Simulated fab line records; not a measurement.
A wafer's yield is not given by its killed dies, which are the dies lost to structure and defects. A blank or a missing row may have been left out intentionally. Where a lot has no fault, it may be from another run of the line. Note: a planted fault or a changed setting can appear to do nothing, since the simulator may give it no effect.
The tool behind it: which one? | flow nandHarc | 6 lots, 18 wafers sampled, at 3 steps of a route of 1159

== WHAT THE GAUGES SHOWED, per wafer ==
NHARC_A_CHANNEL_FILL_D1_THK_MEAS_06: measures by ellipsometry.
lot  | measured     | on           | thkNm (nm)
L478 | day 10 15:07 | filmMetro-01 | 6.8 5.6 4.3
L480 | day 10 22:20 | filmMetro-01 | 4.4 4.0 4.6
L482 | day 11 18:28 | filmMetro-02 | 5.2 5.2 3.3
L493 | day 14 10:56 | filmMetro-02 | 3.5 4.6 6.2
L491 | day 14 10:56 | filmMetro-02 | 4.8 4.7 6.5
L496 | day 14 22:08 | filmMetro-02 | 5.9 4.9 6.4

== WHAT TOOL EACH LOT RAN ON (gives the tool, then ch and the chambers of the sampled wafers, and finally the start) ==
lot  | NHARC_A_CHANNEL_HOLE_D1_STRIP_27             | NHARC_A_CHANNEL_FILL_D1_ALD_15
L478 | rieDiel-12 ch 1,2, day 10 15:07 or earlier   | aldSinBatch-01 ch 0, day 10 15:07 or earlier
L480 | rieDiel-04 ch 0,1,3, day 10 22:20 or earlier | aldSinBatch-03 ch 0, day 10 22:20 or earlier
L482 | rieDiel-12 ch 0,1,2, day 11 18:28 or earlier | aldSinBatch-02 ch 0, day 11 18:28 or earlier
L493 | rieDiel-08 ch 0,1,2, day 14 10:56 or earlier | aldSinBatch-01 ch 0, day 14 10:56 or earlier
L491 | rieDiel-04 ch 2,3, day 14 10:56 or earlier   | aldSinBatch-01 ch 0, day 14 10:56 or earlier
L496 | rieDiel-12 ch 0,2,3, day 13 20:05 or earlier | aldSinBatch-02 ch 0, day 13 20:05
- NHARC_A_CHANNEL_HOLE_D1_STRIP_27: strips in O2.
- NHARC_A_CHANNEL_FILL_D1_ALD_15: deposits SiNx, target thk 2 nm, pulse time 60 s, ald cycles 19.

== THE ANSWER, worked out from the rows above alone ==
Rule: usual is defined by the lots themselves. The widest of any qualifying gaps counts: lots, ordered by their means at a reading, are off when they make up no more than a third of the lots, leave a main group of 4 or more, and stand apart from it by 3 or more times the standard deviation of that group's means. Not used: any main group whose means are identical at the precision the tables above print for the reading. Also off: a lot with no number at a reading for which 4 or more lots have one. Any other lot the step has rows for is counted as sound.
No lot is off on any of the readings shown, so nothing can be concluded from this.

== WHAT WAS PUT IN BY THE SIMULATOR ==
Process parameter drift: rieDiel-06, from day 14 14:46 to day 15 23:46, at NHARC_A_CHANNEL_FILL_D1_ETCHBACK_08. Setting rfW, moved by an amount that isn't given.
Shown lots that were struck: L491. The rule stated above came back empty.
